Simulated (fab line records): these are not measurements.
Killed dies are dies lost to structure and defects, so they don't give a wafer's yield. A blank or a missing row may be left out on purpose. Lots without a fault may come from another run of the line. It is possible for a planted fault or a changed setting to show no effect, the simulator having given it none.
Which tool did it? + flow nand-harc + 24 lots with 72 wafers sampled at 6 steps, on a route of 1159 steps

== WHAT EACH GAUGE READ, for each wafer ==
No reading from a measuring or inspecting step in the record can be judged against a usual standard deviation.

== WHAT TOOL EACH LOT RAN ON (gives the tool, then ch and the chambers of the sampled wafers, and finally the start) ==
| lot  | NHARC_A_SGD_CUT_ETCH_15                       | NHARC_A_SGD_CUT_CMP_21        | NHARC_A_SLIT_DEP_23             | NHARC_A_SLIT_ETCH_15                          | NHARC_A_WL_FILL_CVD_03        | NHARC_A_WL_FILL_ETCHBACK_04       |
|------|-----------------------------------------------|-------------------------------|---------------------------------|-----------------------------------------------|-------------------------------|-----------------------------------|
| L074 | rie-diel-13 ch 2,3, day 13 20:33 or earlier   | cmp-02 ch 0,1,3, day 13 20:33 | pecvd-04 ch 0,1, day 13 23:41   | rie-diel-12 ch 0,1, day 14 19:04 or earlier   | cvd-w-02 ch 0,1, day 14 19:04 | rie-metal-03 ch 0,1, day 14 22:21 |
| L076 | rie-diel-13 ch 0,1,3, day 14 15:33 or earlier | cmp-03 ch 0,1,2, day 14 15:33 | pecvd-04 ch 0,1,2, day 14 21:37 | rie-diel-06 ch 2,3, day 15 14:15 or earlier   | cvd-w-01 ch 0,1, day 15 14:15 | rie-metal-03 ch 0,1, day 15 16:46 |
| L075 | rie-diel-11 ch 1,2,3, day 14 15:21 or earlier | cmp-03 ch 0,1,2, day 14 15:21 | pecvd-02 ch 0,1,2, day 14 19:59 | rie-diel-12 ch 0,1,3, day 15 09:49 or earlier | cvd-w-01 ch 0,1, day 15 09:49 | rie-metal-03 ch 0,1, day 15 12:35 |
| L077 | rie-diel-11 ch 1,3, day 14 15:25 or earlier   | cmp-04 ch 2,3, day 14 15:25   | pecvd-02 ch 0,1,2, day 14 21:14 | rie-diel-12 ch 1,2, day 15 13:33 or earlier   | cvd-w-02 ch 1, day 15 13:33   | rie-metal-01 ch 0,1, day 15 16:29 |
| L078 | rie-diel-13 ch 0,1,2, day 15 03:34 or earlier | cmp-04 ch 1,3, day 15 03:34   | pecvd-04 ch 0,1,2, day 15 06:50 | rie-diel-12 ch 1,3, day 15 22:10 or earlier   | cvd-w-01 ch 0,1, day 15 22:10 | rie-metal-02 ch 0, day 16 01:01   |
| L079 | rie-diel-11 ch 0,1,3, day 15 03:34 or earlier | cmp-03 ch 1,2, day 15 03:34   | pecvd-01 ch 0,2, day 15 07:10   | rie-diel-03 ch 1,3, day 15 22:29 or earlier   | cvd-w-02 ch 0,1, day 15 22:29 | rie-metal-01 ch 0,1, day 16 01:19 |
| L081 | rie-diel-01 ch 0,3, day 15 16:25 or earlier   | cmp-04 ch 0,3, day 15 16:25   | pecvd-04 ch 0,1,2, day 15 21:04 | rie-diel-06 ch 0,2, day 16 14:22 or earlier   | cvd-w-01 ch 0,1, day 16 14:22 | rie-metal-02 ch 0,1, day 16 17:16 |
| L082 | rie-diel-11 ch 0,1, day 15 21:30 or earlier   | cmp-04 ch 0,1,3, day 15 21:30 | pecvd-01 ch 0,1,2, day 16 02:28 | rie-diel-03 ch 1,2, day 16 18:56 or earlier   | cvd-w-01 ch 0,1, day 16 18:56 | rie-metal-03 ch 0,1, day 16 21:24 |
| L080 | rie-diel-01 ch 0,1,2, day 16 10:46 or earlier | cmp-02 ch 0,1,2, day 16 10:46 | pecvd-01 ch 0,2, day 16 15:05   | rie-diel-03 ch 0,2,3, day 17 07:59 or earlier | cvd-w-01 ch 0,1, day 17 07:59 | rie-metal-03 ch 0,1, day 17 10:52 |
| L085 | rie-diel-11 ch 1,2,3, day 16 10:52 or earlier | cmp-04 ch 0,1,2, day 16 10:52 | pecvd-04 ch 0,1, day 16 15:26   | rie-diel-12 ch 0,1, day 17 07:43 or earlier   | cvd-w-02 ch 0,1, day 17 07:43 | rie-metal-03 ch 0,1, day 17 11:05 |
| L083 | rie-diel-13 ch 0,1,3, day 16 10:57 or earlier | cmp-02 ch 0,1,3, day 16 10:57 | pecvd-02 ch 0,1, day 16 17:05   | rie-diel-06 ch 0,1,2, day 17 10:49 or earlier | cvd-w-01 ch 0,1, day 17 10:49 | rie-metal-02 ch 0,1, day 17 13:40 |
| L084 | rie-diel-01 ch 0,1,3, day 16 19:11 or earlier | cmp-04 ch 0,1,3, day 16 19:11 | pecvd-01 ch 0,1,2, day 16 23:26 | rie-diel-06 ch 0,1, day 17 17:47 or earlier   | cvd-w-01 ch 0,1, day 17 17:47 | rie-metal-03 ch 0,1, day 17 20:16 |
| L087 | rie-diel-01 ch 1,3, day 17 05:16 or earlier   | cmp-03 ch 0,1,3, day 17 05:16 | pecvd-01 ch 0,2, day 17 08:56   | rie-diel-06 ch 0,2,3, day 17 21:41 or earlier | cvd-w-02 ch 0,1, day 17 21:41 | rie-metal-03 ch 0,1, day 18 00:58 |
| L086 | rie-diel-11 ch 0,1,2, day 17 05:17 or earlier | cmp-04 ch 1,2,3, day 17 05:17 | pecvd-02 ch 0,2, day 17 08:56   | rie-diel-06 ch 0,1,3, day 17 21:42 or earlier | cvd-w-01 ch 0,1, day 17 21:42 | rie-metal-01 ch 0,1, day 18 00:58 |
| L088 | rie-diel-01 ch 0,2,3, day 17 14:59 or earlier | cmp-04 ch 1,2,3, day 17 14:59 | pecvd-04 ch 0,1, day 17 19:27   | rie-diel-12 ch 0,2,3, day 18 10:08 or earlier | cvd-w-01 ch 0,1, day 18 10:08 | rie-metal-03 ch 0,1, day 18 13:28 |
| L089 | rie-diel-13 ch 0,3, day 17 15:01 or earlier   | cmp-03 ch 1,3, day 17 15:01   | pecvd-02 ch 0,2, day 17 19:44   | rie-diel-03 ch 1,2, day 18 13:05 or earlier   | cvd-w-02 ch 0,1, day 18 13:05 | rie-metal-01 ch 0,1, day 18 15:31 |
| L091 | rie-diel-11 ch 0,1,2, day 18 11:22 or earlier | cmp-04 ch 1,2,3, day 18 11:22 | pecvd-02 ch 1,2, day 18 14:38   | rie-diel-12 ch 0,1,2, day 19 04:02 or earlier | cvd-w-01 ch 0,1, day 19 04:02 | rie-metal-01 ch 0,1, day 19 06:57 |
| L090 | rie-diel-13 ch 1,2, day 18 11:23 or earlier   | cmp-03 ch 1,2, day 18 11:23   | pecvd-04 ch 0,1, day 18 14:29   | rie-diel-03 ch 0,3, day 19 04:11 or earlier   | cvd-w-02 ch 0,1, day 19 04:11 | rie-metal-02 ch 0,1, day 19 07:02 |
| L092 | rie-diel-13 ch 0,3, day 18 18:56 or earlier   | cmp-04 ch 1,2, day 18 18:56   | pecvd-01 ch 0,2, day 18 23:20   | rie-diel-12 ch 1,2, day 19 14:45 or earlier   | cvd-w-01 ch 0,1, day 19 14:45 | rie-metal-02 ch 0,1, day 19 18:04 |
| L093 | rie-diel-01 ch 1,2, day 18 18:57 or earlier   | cmp-03 ch 1,2,3, day 18 18:57 | pecvd-04 ch 0,1, day 18 23:07   | rie-diel-03 ch 0,1,2, day 19 14:34 or earlier | cvd-w-02 ch 1, day 19 14:34   | rie-metal-01 ch 1, day 19 17:56   |
| L094 | rie-diel-01 ch 0,1,3, day 19 01:43 or earlier | cmp-04 ch 0,1,3, day 19 01:43 | pecvd-01 ch 0,1, day 19 05:04   | rie-diel-06 ch 0,1,3, day 19 18:52 or earlier | cvd-w-02 ch 0,1, day 19 18:52 | rie-metal-01 ch 0,1, day 19 21:43 |
| L095 | rie-diel-11 ch 0,1,3, day 19 01:41 or earlier | cmp-03 ch 0,1,3, day 19 01:41 | pecvd-02 ch 0,2, day 19 06:04   | rie-diel-03 ch 0,2,3, day 19 18:46 or earlier | cvd-w-01 ch 0,1, day 19 18:46 | rie-metal-02 ch 0,1, day 19 22:07 |
| L097 | rie-diel-11 ch 0,3, day 19 15:43 or earlier   | cmp-03 ch 0,2,3, day 19 15:43 | pecvd-01 ch 0,2, day 19 20:17   | rie-diel-12 ch 0,2,3, day 20 16:18 or earlier | cvd-w-01 ch 0,1, day 20 16:18 | rie-metal-02 ch 0,1, day 20 18:18 |
| L096 | rie-diel-13 ch 0,2,3, day 19 23:57 or earlier | cmp-03 ch 1,2,3, day 19 23:57 | pecvd-02 ch 1,2, day 20 03:05   | rie-diel-03 ch 1,2,3, day 21 06:43 or earlier | cvd-w-01 ch 0,1, day 21 06:43 | rie-metal-02 ch 0,1, day 21 10:00 |
- NHARC_A_SGD_CUT_ETCH_15: etches the open film in CH3F/O2, target depth 75 nm, time 64.3 s.
- NHARC_A_SGD_CUT_CMP_21: polishes, target thk 148.19 nm.
- NHARC_A_SLIT_DEP_23: deposits SiON, target thk 100 nm.
- NHARC_A_SLIT_ETCH_15: etches the open film in O2/COS, target depth 3200 nm, time 832 s.
- NHARC_A_WL_FILL_CVD_03: deposits W, target thk 40 nm, time 3302 s.
- NHARC_A_WL_FILL_ETCHBACK_04: etches the open film in NF3, target depth 60 nm, time 120 s.

== WHAT THE TOOLS THEMSELVES READ (means of the sampled wafers that have a number; where no wafer has one, the mark that the record gives instead) ==
NHARC_A_SGD_CUT_ETCH_15. Usual: drypump-motor-current-A 5.6 A, standard deviation 0.48; oes-product-au 0.963 a.u., standard deviation 0.018; rf-vpp-V 263.9 V, standard deviation 1.8; showerhead-plenum-p-Torr 2.47 Torr, standard deviation 0.12; throttle-valve-pct 20.663 %, standard deviation 0.01.
| lot  | tool        | drypump-motor-current-A (A) | oes-product-au (a.u.) | rf-vpp-V (V) | showerhead-plenum-p-Torr (Torr) | throttle-valve-pct (%) | flag |
|------|-------------|-----------------------------|-----------------------|--------------|---------------------------------|------------------------|------|
| L074 | rie-diel-13 | 5.9                         | 0.965                 | 265.4        | 2.54                            | 20.662                 |      |
| L076 | rie-diel-13 | 5.8                         | 0.975                 | 264.2        | 2.49                            | 20.659                 |      |
| L075 | rie-diel-11 | 5.6                         | 0.921                 | 264.3        | 2.48                            | 20.662                 |      |
| L077 | rie-diel-11 | 5.4                         | 0.957                 | 263.8        | 2.53                            | 20.660                 |      |
| L078 | rie-diel-13 | 6.0                         | 0.985                 | 264.2        | 2.50                            | 20.665                 |      |
| L079 | rie-diel-11 | 5.1                         | 0.966                 | 264.3        | 2.48                            | 20.667                 |      |
| L081 | rie-diel-01 | 5.6                         | 0.969                 | 265.0        | 2.54                            | 20.676                 |      |
| L082 | rie-diel-11 | 4.8                         | 0.951                 | 263.6        | 2.43                            | 20.658                 |      |
| L080 | rie-diel-01 | 5.8                         | 0.973                 | 263.3        | 2.45                            | 20.667                 |      |
| L085 | rie-diel-11 | 5.6                         | 0.962                 | 263.9        | 2.48                            | 20.661                 |      |
| L083 | rie-diel-13 | 5.8                         | 0.955                 | 263.7        | 2.48                            | 20.660                 |      |
| L084 | rie-diel-01 | 5.8                         | 0.950                 | 265.1        | 2.54                            | 20.672                 |      |
| L087 | rie-diel-01 | 5.9                         | 0.973                 | 265.8        | 2.61                            | 20.662                 |      |
| L086 | rie-diel-11 | 5.3                         | 0.978                 | 263.2        | 2.43                            | 20.664                 |      |
| L088 | rie-diel-01 | 5.5                         | 0.975                 | 263.8        | 2.45                            | 20.663                 |      |
| L089 | rie-diel-13 | 5.7                         | 0.978                 | 265.3        | 2.54                            | 20.661                 |      |
| L091 | rie-diel-11 | 5.3                         | 0.969                 | 263.0        | 2.43                            | 20.665                 |      |
| L090 | rie-diel-13 | 6.1                         | 0.971                 | 263.6        | 2.48                            | 20.672                 |      |
| L092 | rie-diel-13 | 5.7                         | 0.961                 | 265.0        | 2.57                            | 20.662                 |      |
| L093 | rie-diel-01 | 5.5                         | 0.914                 | 263.3        | 2.42                            | 20.669                 |      |
| L094 | rie-diel-01 | 5.8                         | 0.963                 | 265.4        | 2.53                            | 20.674                 |      |
| L095 | rie-diel-11 | 5.1                         | 0.962                 | 264.8        | 2.48                            | 20.661                 |      |
| L097 | rie-diel-11 | 5.0                         | 0.990                 | 263.1        | 2.39                            | 20.652                 |      |
| L096 | rie-diel-13 | 5.8                         | 0.979                 | 265.1        | 2.55                            | 20.668                 |      |

NHARC_A_SGD_CUT_CMP_21. Usual: motor-current-A 12.2 A, standard deviation 0.99; time-to-endpoint-s 50.2 s, standard deviation 2.5.
| lot  | tool   | motor-current-A (A) | time-to-endpoint-s (s) | flag |
|------|--------|---------------------|------------------------|------|
| L074 | cmp-02 | 11.4                | 48.9                   |      |
| L076 | cmp-03 | 12.6                | 48.2                   |      |
| L075 | cmp-03 | 12.6                | 50.5                   |      |
| L077 | cmp-04 | 12.2                | 49.9                   |      |
| L078 | cmp-04 | 12.1                | 47.9                   |      |
| L079 | cmp-03 | 13.3                | 52.5                   |      |
| L081 | cmp-04 | 11.9                | 51.5                   |      |
| L082 | cmp-04 | 12.4                | 50.2                   |      |
| L080 | cmp-02 | 11.9                | 49.6                   |      |
| L085 | cmp-04 | 12.4                | 50.1                   |      |
| L083 | cmp-02 | 11.6                | 48.8                   |      |
| L084 | cmp-04 | 11.9                | 50.5                   |      |
| L087 | cmp-03 | 11.4                | 51.8                   |      |
| L086 | cmp-04 | 12.2                | 49.7                   |      |
| L088 | cmp-04 | 12.7                | 49.7                   |      |
| L089 | cmp-03 | 12.0                | 50.6                   |      |
| L091 | cmp-04 | 12.4                | 51.2                   |      |
| L090 | cmp-03 | 13.5                | 51.4                   |      |
| L092 | cmp-04 | 12.5                | 51.9                   |      |
| L093 | cmp-03 | 12.4                | 51.1                   |      |
| L094 | cmp-04 | 12.8                | 51.2                   |      |
| L095 | cmp-03 | 11.6                | 51.7                   |      |
| L097 | cmp-03 | 12.0                | 51.7                   |      |
| L096 | cmp-03 | 12.6                | 49.8                   |      |

NHARC_A_SLIT_DEP_23. Usual: heater-power-w 741 W, standard deviation 100.
| lot  | tool     | heater-power-w (W) | flag |
|------|----------|--------------------|------|
| L074 | pecvd-04 | 796                |      |
| L076 | pecvd-04 | 764                |      |
| L075 | pecvd-02 | 708                |      |
| L077 | pecvd-02 | 672                |      |
| L078 | pecvd-04 | 759                |      |
| L079 | pecvd-01 | 691                |      |
| L081 | pecvd-04 | 768                |      |
| L082 | pecvd-01 | 766                |      |
| L080 | pecvd-01 | 772                |      |
| L085 | pecvd-04 | 685                |      |
| L083 | pecvd-02 | 668                |      |
| L084 | pecvd-01 | 746                |      |
| L087 | pecvd-01 | 867                |      |
| L086 | pecvd-02 | 741                |      |
| L088 | pecvd-04 | 722                |      |
| L089 | pecvd-02 | 698                |      |
| L091 | pecvd-02 | 846                |      |
| L090 | pecvd-04 | 692                |      |
| L092 | pecvd-01 | 836                |      |
| L093 | pecvd-04 | 655                |      |
| L094 | pecvd-01 | 697                |      |
| L095 | pecvd-02 | 668                |      |
| L097 | pecvd-01 | 777                |      |
| L096 | pecvd-02 | 804                |      |

NHARC_A_SLIT_ETCH_15. Usual: drypump-motor-current-A 5.7 A, standard deviation 0.39; oes-product-au 0.998 a.u., standard deviation 0.0098; rf-vpp-V 313.5 V, standard deviation 1.9; showerhead-plenum-p-Torr 3.07 Torr, standard deviation 0.12; throttle-valve-pct 28.329 %, standard deviation 0.0096.
| lot  | tool        | drypump-motor-current-A (A) | oes-product-au (a.u.) | rf-vpp-V (V) | showerhead-plenum-p-Torr (Torr) | throttle-valve-pct (%) | flag |
|------|-------------|-----------------------------|-----------------------|--------------|---------------------------------|------------------------|------|
| L074 | rie-diel-12 | 5.7                         | 0.982                 | 311.6        | 2.95                            | 28.326                 |      |
| L076 | rie-diel-06 | 5.4                         | 0.996                 | 314.2        | 3.18                            | 28.328                 |      |
| L075 | rie-diel-12 | 5.8                         | 0.994                 | 312.1        | 2.98                            | 28.327                 |      |
| L077 | rie-diel-12 | 5.7                         | 0.984                 | 312.9        | 2.99                            | 28.327                 |      |
| L078 | rie-diel-12 | 5.8                         | 0.991                 | 312.3        | 2.99                            | 28.333                 |      |
| L079 | rie-diel-03 | 5.2                         | 1.003                 | 312.7        | 3.04                            | 28.332                 |      |
| L081 | rie-diel-06 | 5.5                         | 1.006                 | 313.5        | 3.10                            | 28.334                 |      |
| L082 | rie-diel-03 | 6.1                         | 1.005                 | 312.5        | 3.00                            | 28.342                 |      |
| L080 | rie-diel-03 | 5.8                         | 1.004                 | 312.7        | 2.99                            | 28.325                 |      |
| L085 | rie-diel-12 | 5.7                         | 0.990                 | 312.2        | 2.97                            | 28.321                 |      |
| L083 | rie-diel-06 | 5.8                         | 1.001                 | 314.4        | 3.17                            | 28.327                 |      |
| L084 | rie-diel-06 | 6.0                         | 1.008                 | 316.2        | 3.27                            | 28.324                 |      |
| L087 | rie-diel-06 | 5.5                         | 0.989                 | 315.8        | 3.19                            | 28.327                 |      |
| L086 | rie-diel-06 | 5.9                         | 1.003                 | 315.9        | 3.26                            | 28.333                 |      |
| L088 | rie-diel-12 | 5.7                         | 0.994                 | 313.8        | 3.05                            | 28.333                 |      |
| L089 | rie-diel-03 | 5.8                         | 1.001                 | 313.6        | 3.08                            | 28.333                 |      |
| L091 | rie-diel-12 | 5.7                         | 0.995                 | 312.8        | 3.01                            | 28.331                 |      |
| L090 | rie-diel-03 | 5.3                         | 1.001                 | 312.6        | 3.01                            | 28.334                 |      |
| L092 | rie-diel-12 | 5.7                         | 1.004                 | 312.7        | 3.06                            | 28.338                 |      |
| L093 | rie-diel-03 | 5.9                         | 0.994                 | 312.3        | 3.05                            | 28.331                 |      |
| L094 | rie-diel-06 | 5.9                         | 1.005                 | 316.7        | 3.26                            | 28.324                 |      |
| L095 | rie-diel-03 | 5.8                         | 0.996                 | 313.2        | 2.99                            | 28.322                 |      |
| L097 | rie-diel-12 | 5.7                         | 1.000                 | 313.3        | 3.04                            | 28.325                 |      |
| L096 | rie-diel-03 | 5.6                         | 0.993                 | 312.6        | 3.02                            | 28.328                 |      |

NHARC_A_WL_FILL_CVD_03. Usual: heater-power-w 490 W, standard deviation 23; throttle-valve-pct 7.94 %, standard deviation 0.24.
| lot  | tool     | heater-power-w (W) | throttle-valve-pct (%) | flag |
|------|----------|--------------------|------------------------|------|
| L074 | cvd-w-02 | 494                | 8.06                   |      |
| L076 | cvd-w-01 | 482                | 7.83                   |      |
| L075 | cvd-w-01 | 486                | 7.79                   |      |
| L077 | cvd-w-02 | 494                | 7.98                   |      |
| L078 | cvd-w-01 | 476                | 8.02                   |      |
| L079 | cvd-w-02 | 500                | 8.01                   |      |
| L081 | cvd-w-01 | 469                | 7.96                   |      |
| L082 | cvd-w-01 | 487                | 8.09                   |      |
| L080 | cvd-w-01 | 478                | 8.02                   |      |
| L085 | cvd-w-02 | 509                | 7.82                   |      |
| L083 | cvd-w-01 | 471                | 8.03                   |      |
| L084 | cvd-w-01 | 479                | 8.01                   |      |
| L087 | cvd-w-02 | 505                | 7.74                   |      |
| L086 | cvd-w-01 | 487                | 8.09                   |      |
| L088 | cvd-w-01 | 495                | 8.00                   |      |
| L089 | cvd-w-02 | 509                | 7.88                   |      |
| L091 | cvd-w-01 | 490                | 8.07                   |      |
| L090 | cvd-w-02 | 516                | 7.89                   |      |
| L092 | cvd-w-01 | 483                | 8.13                   |      |
| L093 | cvd-w-02 | 502                | 8.13                   |      |
| L094 | cvd-w-02 | 512                | 7.77                   |      |
| L095 | cvd-w-01 | 500                | 7.92                   |      |
| L097 | cvd-w-01 | 475                | 8.19                   |      |
| L096 | cvd-w-01 | 458                | 7.90                   |      |

NHARC_A_WL_FILL_ETCHBACK_04. Usual: drypump-motor-current-A 5.7 A, standard deviation 0.45; oes-product-au 1.001 a.u., standard deviation 0.011.
| lot  | tool         | drypump-motor-current-A (A) | oes-product-au (a.u.) | flag |
|------|--------------|-----------------------------|-----------------------|------|
| L074 | rie-metal-03 | 5.7                         | 1.003                 |      |
| L076 | rie-metal-03 | 5.5                         | 1.012                 |      |
| L075 | rie-metal-03 | 5.8                         | 1.003                 |      |
| L077 | rie-metal-01 | 6.1                         | 1.002                 |      |
| L078 | rie-metal-02 | 5.4                         | 1.007                 |      |
| L079 | rie-metal-01 | 6.1                         | 0.988                 |      |
| L081 | rie-metal-02 | 5.4                         | 1.015                 |      |
| L082 | rie-metal-03 | 5.8                         | 1.005                 |      |
| L080 | rie-metal-03 | 5.5                         | 1.007                 |      |
| L085 | rie-metal-03 | 5.8                         | 1.001                 |      |
| L083 | rie-metal-02 | 5.3                         | 0.991                 |      |
| L084 | rie-metal-03 | 5.8                         | 0.998                 |      |
| L087 | rie-metal-03 | 5.5                         | 0.994                 |      |
| L086 | rie-metal-01 | 6.3                         | 1.000                 |      |
| L088 | rie-metal-03 | 5.5                         | 1.006                 |      |
| L089 | rie-metal-01 | 6.2                         | 0.988                 |      |
| L091 | rie-metal-01 | 6.0                         | 1.003                 |      |
| L090 | rie-metal-02 | 5.3                         | 0.996                 |      |
| L092 | rie-metal-02 | 5.3                         | 1.002                 |      |
| L093 | rie-metal-01 | 6.4                         | 1.001                 |      |
| L094 | rie-metal-01 | 6.1                         | 0.997                 |      |
| L095 | rie-metal-02 | 5.3                         | 0.997                 |      |
| L097 | rie-metal-02 | 5.3                         | 0.991                 |      |
| L096 | rie-metal-02 | 5.3                         | 1.000                 |      |

== THE ANSWER, worked out from the rows above alone ==
Rule: a lot counts as off when the mean over its wafers that have a number is more than 3 standard deviations away from the usual mean. A lot without any number at a reading at which 4 lots or more have one is off too. All remaining lots with rows at the step are treated as sound. After the gauges, taken in route order, come the tools' own readings; for these a lot's mean is taken, as printed above. At the first step where some lot is off, the reading lying furthest off is the one used; lots without a number count as furthest.
Across all readings shown, no lot is off: no conclusion can be drawn from this.

== WHAT THE SIMULATOR PUT IN ==
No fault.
